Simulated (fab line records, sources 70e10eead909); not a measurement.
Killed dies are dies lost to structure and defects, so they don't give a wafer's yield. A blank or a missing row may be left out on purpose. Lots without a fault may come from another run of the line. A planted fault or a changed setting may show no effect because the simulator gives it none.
Which tool did it? | flow nand_harc | 12 lots, 36 wafers sampled, at 3 steps of a route of 1159

WHAT THE GAUGES READ, wafer by wafer
NHARC_A_M0_CD_MEAS_09: target cd 80 nm.
lot  | measured     | on        | cd_nm (nm)
L074 | day 17 23:08 | cd_sem-02 | 80.4 81.8 80.4
L077 | day 18 01:50 | cd_sem-03 | 80.9 80.8 81.0
L079 | day 18 18:34 | cd_sem-01 | 80.4 80.8 80.7
L081 | day 19 09:05 | cd_sem-02 | 81.5 80.6 80.5
L083 | day 19 22:25 | cd_sem-01 | 79.9 79.8 79.1
L085 | day 20 06:49 | cd_sem-03 | 80.4 80.7 80.6
L088 | day 20 11:04 | cd_sem-02 | 79.8 79.8 81.0
L089 | day 22 05:59 | cd_sem-03 | 78.8 79.7 80.1
L090 | day 22 06:40 | cd_sem-03 | 79.6 80.2 79.9
L093 | day 22 14:10 | cd_sem-02 | 81.1 80.4 79.8
L096 | day 23 00:43 | cd_sem-02 | 80.5 80.1 80.8
L097 | day 23 13:27 | cd_sem-02 | 79.4 80.9 80.4

WHICH TOOL RAN EACH LOT (tool, then ch and the chambers of the sampled wafers, then the start)
lot  | NHARC_A_BLC_STRIP_21               | NHARC_A_BLC_CMP_25
L074 | rie_diel-13 ch 1,3, day 17 18:11   | cmp-01 ch 0,1, day 17 21:49
L077 | rie_diel-09 ch 1,2,3, day 17 23:17 | cmp-02 ch 0,2,3, day 18 00:41
L079 | rie_diel-09 ch 0,1, day 18 15:53   | cmp-04 ch 0,1, day 18 17:23
L081 | rie_diel-13 ch 0,1, day 19 06:20   | cmp-02 ch 0,2,3, day 19 07:50
L083 | rie_diel-09 ch 0,1,3, day 19 15:56 | cmp-04 ch 0,1,2, day 19 21:07
L085 | rie_diel-01 ch 0,3, day 20 00:10   | cmp-04 ch 0,1,3, day 20 05:28
L088 | rie_diel-13 ch 0,1,3, day 20 08:23 | cmp-01 ch 0,2,3, day 20 09:47
L089 | rie_diel-09 ch 0,1, day 22 02:10   | cmp-01 ch 0,1,2, day 22 04:40
L090 | rie_diel-09 ch 0,2,3, day 22 03:41 | cmp-01 ch 1,2,3, day 22 05:24
L093 | rie_diel-09 ch 0,2, day 22 08:10   | cmp-04 ch 0,3, day 22 12:59
L096 | rie_diel-13 ch 0,1,2, day 22 15:55 | cmp-04 ch 1,2,3, day 22 23:07
L097 | rie_diel-13 ch 1,2, day 23 08:32   | cmp-02 ch 1,2, day 23 12:09
- NHARC_A_BLC_STRIP_21: strips in O2.
- NHARC_A_BLC_CMP_25: polishes, t overpolish 30 s, target thk 150 nm.

THE ANSWER, worked out from the rows above alone
Rule: what is usual is taken from the lots themselves. Put in order of their means at a reading, lots are off if they are a third of the lots or fewer, leave a main group of 4 or more, and stand apart from it by a gap of 3 or more times the standard deviation of the main group's means; of several such gaps the widest counts. A main group whose means are all the same, to the digits that the tables above print for the reading, isn't used. A lot without any number at a reading at which 4 lots or more have one is off too. The other lots that the step has rows for count as sound.
No lot is off at any reading shown: from this, nothing can be told.

WHAT THE SIMULATOR HAD PUT IN
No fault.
